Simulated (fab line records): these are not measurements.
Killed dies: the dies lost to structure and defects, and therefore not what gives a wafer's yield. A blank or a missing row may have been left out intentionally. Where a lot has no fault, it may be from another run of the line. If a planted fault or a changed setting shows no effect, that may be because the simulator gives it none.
fab line records ; flow n5_finfet
record lots=15; wafers=45; last_day=17
route steps=1938 shown BEOL_M15@1829 MIM_BOT@1832 MIM_TOP_LITHO@1844
lots that met no fault: from a run of the same line without faults
start_h: start of the lot's first displayed wafer, in hours after the record's first day ; wait_h: time in hours since the lot's previous step ; " repeats the value in the row above ; L1.1+2: one row covering several wafers at once ; - no value, or no start given ; * or withheld: withheld ; < > ~ a bound
route shown NAME@n: NAME is a module with steps in the file, n the number in the route of the first one ; usual: average and standard deviation across the fault-free wafers ; same: alike in all rows ; chamber/n: place in a boat ; sites: the reading at each site ; _std_site: the values' standard deviation ; _edge_site: inner sites' mean taken away from outer sites' mean ; radius_mm: how far each site lies from the wafer's centre ; mask NAME#n: copy n ; behind: the most recent tool/chamber to have shaped the wafer ; hold: why the lot was held/for how many hours/how that ended ; device: the n, p or np transistor that did not switch ; end of line: tests of these same wafers at the route's end ; a step given without rows: its recipe and nothing more ; killed: not the wafer's yield, but the dies lost to structure and defects at the first sort ; map: a wafer's dies, x killed, . not, _ none there
set.NAME: the setting that was run; set.NAME@STEP: the one run at that earlier step ; model.NAME: the simulator's own value behind a step, which no gauge read
a sample of lots followed through the steps of the route, with each step as a table and each wafer as a row
services: the hour from which a tool's chamber was out of use, counted from the record's first day as start_h (under 0 if before that day), plus the number of hours and why
## steps
# step N5_BEOL_M15_INSPECT_55
# recipe inspect_instrument=darkfield; mode=post_dep
# usual raw_defect_count=72/24
lot.wafer;tool;chamber;start_h;wait_h;raw_defect_count
L582.1;defect_inspect-02;-;267.76;0.0;54
L582.4;defect_inspect-02;-;267.76;0.0;63
L582.5;defect_inspect-02;-;267.76;0.0;67
L583.1;defect_inspect-02;-;271.02;0.0;87
L583.4;defect_inspect-02;-;271.02;0.0;53
L583.6;defect_inspect-02;-;271.02;0.0;89
L584.1;defect_inspect-01;-;271.27;0.0;139
L584.5;defect_inspect-01;-;271.27;0.0;111
L584.6;defect_inspect-01;-;271.27;0.0;96
L585.2;defect_inspect-01;-;271.85;0.0;75
L585.5;defect_inspect-01;-;271.85;0.0;58
L585.6;defect_inspect-01;-;271.85;0.0;62
L586.1;defect_inspect-02;-;272.39;0.0;90
L586.3;defect_inspect-02;-;272.39;0.0;73
L586.6;defect_inspect-02;-;272.39;0.0;94
L587.1;defect_inspect-02;-;284.46;0.0;42
L587.2;defect_inspect-02;-;284.46;0.0;70
L587.4;defect_inspect-02;-;284.46;0.0;67
L588.3;defect_inspect-01;-;294.73;0.0;59
L588.4;defect_inspect-01;-;294.73;0.0;57
L588.5;defect_inspect-01;-;294.73;0.0;67
L591.1;defect_inspect-02;-;306.42;0.0;50
L591.2;defect_inspect-02;-;306.42;0.0;79
L591.3;defect_inspect-02;-;306.42;0.0;75
L589.2;defect_inspect-02;-;307.95;0.0;61
L589.5;defect_inspect-02;-;307.95;0.0;53
L589.6;defect_inspect-02;-;307.95;0.0;51
L597.2;defect_inspect-02;-;360.98;0.0;96
L597.4;defect_inspect-02;-;360.98;0.0;79
L597.6;defect_inspect-02;-;360.98;0.0;68
L600.1;defect_inspect-01;-;369.06;0.0;75
L600.2;defect_inspect-01;-;369.06;0.0;101
L600.5;defect_inspect-01;-;369.06;0.0;111
L601.1;defect_inspect-02;-;385.69;0.0;110
L601.3;defect_inspect-02;-;385.69;0.0;63
L601.5;defect_inspect-02;-;385.69;0.0;52
L603.2;defect_inspect-01;-;391.27;0.0;43
L603.3;defect_inspect-01;-;391.27;0.0;36
L603.4;defect_inspect-01;-;391.27;0.0;92
L605.1;defect_inspect-01;-;395.05;0.0;93
L605.2;defect_inspect-01;-;395.05;0.0;61
L605.4;defect_inspect-01;-;395.05;0.0;54
L604.2;defect_inspect-01;-;405.09;0.0;50
L604.4;defect_inspect-01;-;405.09;0.0;51
L604.6;defect_inspect-01;-;405.09;0.0;70
# step N5_MIM_BOT_DEGAS_01
# recipe ambient=vacuum; temp_c=300; time_s=60
# usual heater_power_w=470/47
lot.wafer;tool;chamber;start_h;wait_h;heater_power_w
L582.1;pvd_sputter-01;-;269.56;0.8;417
L582.4;pvd_sputter-01;-;269.56;0.8;537
L582.5;pvd_sputter-01;-;269.56;0.8;422
L583.1;pvd_sputter-03;-;272.93;0.9;503
L583.4;pvd_sputter-03;-;272.93;0.9;480
L583.6;pvd_sputter-03;-;272.93;0.9;421
L584.1;pvd_sputter-02;-;273.03;0.3;442
L584.5;pvd_sputter-02;-;273.03;0.3;441
L584.6;pvd_sputter-02;-;273.03;0.3;461
L585.2;pvd_sputter-01;-;273.24;0.3;549
L585.5;pvd_sputter-01;-;273.24;0.3;540
L585.6;pvd_sputter-01;-;273.24;0.3;398
L586.1;pvd_sputter-02;-;273.71;0.1;516
L586.3;pvd_sputter-02;-;273.71;0.1;444
L586.6;pvd_sputter-02;-;273.71;0.1;475
L587.1;pvd_sputter-02;-;287.11;1.6;438
L587.2;pvd_sputter-02;-;287.11;1.6;570
L587.4;pvd_sputter-02;-;287.11;1.6;478
L588.3;pvd_sputter-03;-;297.36;1.6;489
L588.4;pvd_sputter-03;-;297.36;1.6;497
L588.5;pvd_sputter-03;-;297.36;1.6;424
L591.1;pvd_sputter-03;-;308.69;1.3;407
L591.2;pvd_sputter-03;-;308.69;1.3;475
L591.3;pvd_sputter-03;-;308.69;1.3;493
L589.2;pvd_sputter-01;-;310.44;1.5;414
L589.5;pvd_sputter-01;-;310.44;1.5;488
L589.6;pvd_sputter-01;-;310.44;1.5;403
L597.2;pvd_sputter-01;-;363.75;1.8;391
L597.4;pvd_sputter-01;-;363.75;1.8;410
L597.6;pvd_sputter-01;-;363.75;1.8;403
L600.1;pvd_sputter-01;-;370.27;0.2;538
L600.2;pvd_sputter-01;-;370.27;0.2;484
L600.5;pvd_sputter-01;-;370.27;0.2;477
L601.1;pvd_sputter-02;-;387.94;1.2;497
L601.3;pvd_sputter-02;-;387.94;1.2;572
L601.5;pvd_sputter-02;-;387.94;1.2;568
L603.2;pvd_sputter-03;-;392.36;0.1;416
L603.3;pvd_sputter-03;-;392.36;0.1;499
L603.4;pvd_sputter-03;-;392.36;0.1;477
L605.1;pvd_sputter-02;-;398.07;2.0;575
L605.2;pvd_sputter-02;-;398.07;2.0;502
L605.4;pvd_sputter-02;-;398.07;2.0;440
L604.2;pvd_sputter-03;-;407.02;0.9;485
L604.4;pvd_sputter-03;-;407.02;0.9;513
L604.6;pvd_sputter-03;-;407.02;0.9;421
# step N5_MIM_BOT_SPUTTER_00
# recipe material=TiN; target_thk_a=350; temp_c=200; power_w=3000; chamber_pressure_pa=0.49996; gas=Ar; reactive_partial_pa=0.37997; time_s=89.7
# usual throttle_valve_pct=29.4/1.1
lot.wafer;tool;chamber;start_h;wait_h;throttle_valve_pct
L582.1;pvd_sputter-01;-;269.60;0.0;28.9
L582.4;pvd_sputter-01;-;269.60;0.0;31.0
L582.5;pvd_sputter-01;-;269.60;0.0;28.8
L583.1;pvd_sputter-03;-;272.97;0.0;29.7
L583.4;pvd_sputter-03;-;272.97;0.0;30.6
L583.6;pvd_sputter-03;-;272.97;0.0;29.4
L584.1;pvd_sputter-02;-;273.07;0.0;28.2
L584.5;pvd_sputter-02;-;273.07;0.0;27.9
L584.6;pvd_sputter-02;-;273.07;0.0;29.8
L585.2;pvd_sputter-01;-;273.28;0.0;31.1
L585.5;pvd_sputter-01;-;273.28;0.0;31.0
L585.6;pvd_sputter-01;-;273.28;0.0;30.3
L586.1;pvd_sputter-02;-;273.75;0.0;30.7
L586.3;pvd_sputter-02;-;273.75;0.0;27.9
L586.6;pvd_sputter-02;-;273.75;0.0;29.8
L587.1;pvd_sputter-02;-;287.15;0.0;27.9
L587.2;pvd_sputter-02;-;287.15;0.0;28.3
L587.4;pvd_sputter-02;-;287.15;0.0;29.9
L588.3;pvd_sputter-03;-;297.40;0.0;29.5
L588.4;pvd_sputter-03;-;297.40;0.0;29.7
L588.5;pvd_sputter-03;-;297.40;0.0;29.3
L591.1;pvd_sputter-03;-;308.73;0.0;29.3
L591.2;pvd_sputter-03;-;308.73;0.0;29.4
L591.3;pvd_sputter-03;-;308.73;0.0;29.7
L589.2;pvd_sputter-01;-;310.48;0.0;28.8
L589.5;pvd_sputter-01;-;310.48;0.0;26.9
L589.6;pvd_sputter-01;-;310.48;0.0;30.4
L597.2;pvd_sputter-01;-;363.79;0.0;30.8
L597.4;pvd_sputter-01;-;363.79;0.0;29.0
L597.6;pvd_sputter-01;-;363.79;0.0;30.6
L600.1;pvd_sputter-01;-;370.31;0.0;30.9
L600.2;pvd_sputter-01;-;370.31;0.0;27.0
L600.5;pvd_sputter-01;-;370.31;0.0;27.2
L601.1;pvd_sputter-02;-;387.98;0.0;30.5
L601.3;pvd_sputter-02;-;387.98;0.0;28.4
L601.5;pvd_sputter-02;-;387.98;0.0;28.5
L603.2;pvd_sputter-03;-;392.40;0.0;29.3
L603.3;pvd_sputter-03;-;392.40;0.0;29.7
L603.4;pvd_sputter-03;-;392.40;0.0;30.4
L605.1;pvd_sputter-02;-;398.11;0.0;28.0
L605.2;pvd_sputter-02;-;398.11;0.0;30.5
L605.4;pvd_sputter-02;-;398.11;0.0;27.9
L604.2;pvd_sputter-03;-;407.06;0.0;29.7
L604.4;pvd_sputter-03;-;407.06;0.0;29.9
L604.6;pvd_sputter-03;-;407.06;0.0;29.6
# step N5_MIM_TOP_LITHO_PEB_06
# recipe peb_temp_c=withheld; peb_time_s=*
# usual chill_plate_temp_C=*; exhaust_pa=44.9/0.91
lot.wafer;tool;chamber;start_h;wait_h;chill_plate_temp_C;exhaust_pa
L582.1;litho_track-01;0;270.73;0.1;*;44.0
L582.4;litho_track-01;0;270.73;0.1;*;44.7
L582.5;litho_track-01;0;270.73;0.1;*;44.6
L583.1;litho_track-01;0;273.86;0.1;*;44.9
L583.4;litho_track-01;0;273.86;0.1;*;46.6
L583.6;litho_track-01;0;273.86;0.1;*;45.5
L584.1;litho_track-02;0;274.07;0.1;*;44.3
L584.5;litho_track-02;0;274.07;0.1;*;44.7
L584.6;litho_track-02;0;274.07;0.1;*;43.6
L585.2;litho_track-04;0;276.25;0.0;*;45.6
L585.5;litho_track-04;0;276.25;0.0;*;46.3
L585.6;litho_track-04;0;276.25;0.0;*;44.9
L586.1;litho_track-04;0;276.56;0.1;*;45.1
L586.3;litho_track-04;0;276.56;0.1;*;44.8
L586.6;litho_track-04;0;276.56;0.1;*;46.1
L587.1;litho_track-02;-;288.42;0.1;-;-
L587.2;litho_track-02;-;288.42;0.1;-;-
L587.4;litho_track-02;-;288.42;0.1;-;-
L588.3;litho_track-02;-;298.68;0.0;-;-
L588.4;litho_track-02;-;298.68;0.0;-;-
L588.5;litho_track-02;-;298.68;0.0;-;-
L591.1;litho_track-04;-;310.82;0.1;-;-
L591.2;litho_track-04;-;310.82;0.1;-;-
L591.3;litho_track-04;-;310.82;0.1;-;-
L589.2;litho_track-04;0;312.08;0.0;*;44.6
L589.5;litho_track-04;0;312.08;0.0;*;45.1
L589.6;litho_track-04;0;312.08;0.0;*;44.0
L597.2;litho_track-01;0;365.43;0.0;*;45.5
L597.4;litho_track-01;0;365.43;0.0;*;46.0
L597.6;litho_track-01;0;365.43;0.0;*;45.3
L600.1;litho_track-02;0;375.52;0.1;*;45.3
L600.2;litho_track-02;0;375.52;0.1;*;46.2
L600.5;litho_track-02;0;375.52;0.1;*;46.4
L601.1;litho_track-02;0;389.17;0.1;*;45.4
L601.3;litho_track-02;0;389.17;0.1;*;47.0
L601.5;litho_track-02;0;389.17;0.1;*;46.8
L603.2;litho_track-02;0;394.13;0.0;*;44.4
L603.3;litho_track-02;0;394.13;0.0;*;43.0
L603.4;litho_track-02;0;394.13;0.0;*;42.9
L605.1;litho_track-02;0;399.20;0.1;*;45.2
L605.2;litho_track-02;0;399.20;0.1;*;46.1
L605.4;litho_track-02;0;399.20;0.1;*;45.4
L604.2;litho_track-02;0;408.39;0.0;*;43.3
L604.4;litho_track-02;0;408.39;0.0;*;45.0
L604.6;litho_track-02;0;408.39;0.0;*;45.2
## services
tool;chamber;start_h;hours;kind
pvd_sputter-02;-;306.31;3.3;repair
litho_track-04;-;329.77;-;consumable_replace:filter
pvd_sputter-01;-;371.82;3.9;repair
litho_track-04;-;398.89;-;consumable_replace:filter
## key
first_sign step=N5_MIM_TOP_LITHO_PEB_06; reading=tool_record; direction=missing
effect none on later readings
met_at N5_MIM_TOP_LITHO_PEB_06
struck_lots L587,L588,L591
later_rows_left_out L587.1,L587.2,L587.4,L588.3,L588.4,L588.5,L591.1,L591.2,L591.3
sort_left_out L587.1,L587.2,L587.4,L588.3,L588.4,L588.5,L591.1,L591.2,L591.3
not_acting_at N5_BEOL_M15_INSPECT_55,N5_MIM_BOT_DEGAS_01,N5_MIM_BOT_SPUTTER_00
onset_between 276.56 288.42
fault kind=skipped_step_whole; tool=litho_track-02,litho_track-04; chamber=-; onset_h=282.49; steps=N5_MIM_TOP_LITHO_PEB_06; scope=struck_lots_only
# sort_left_out: the simulated sort isn't trusted on such a fault, so these wafers' sort isn't shown, and their yield isn't known
# later_rows_left_out: the simulator's readings of these wafers behind a module that went badly wrong aren't trusted and aren't shown, but for the sort
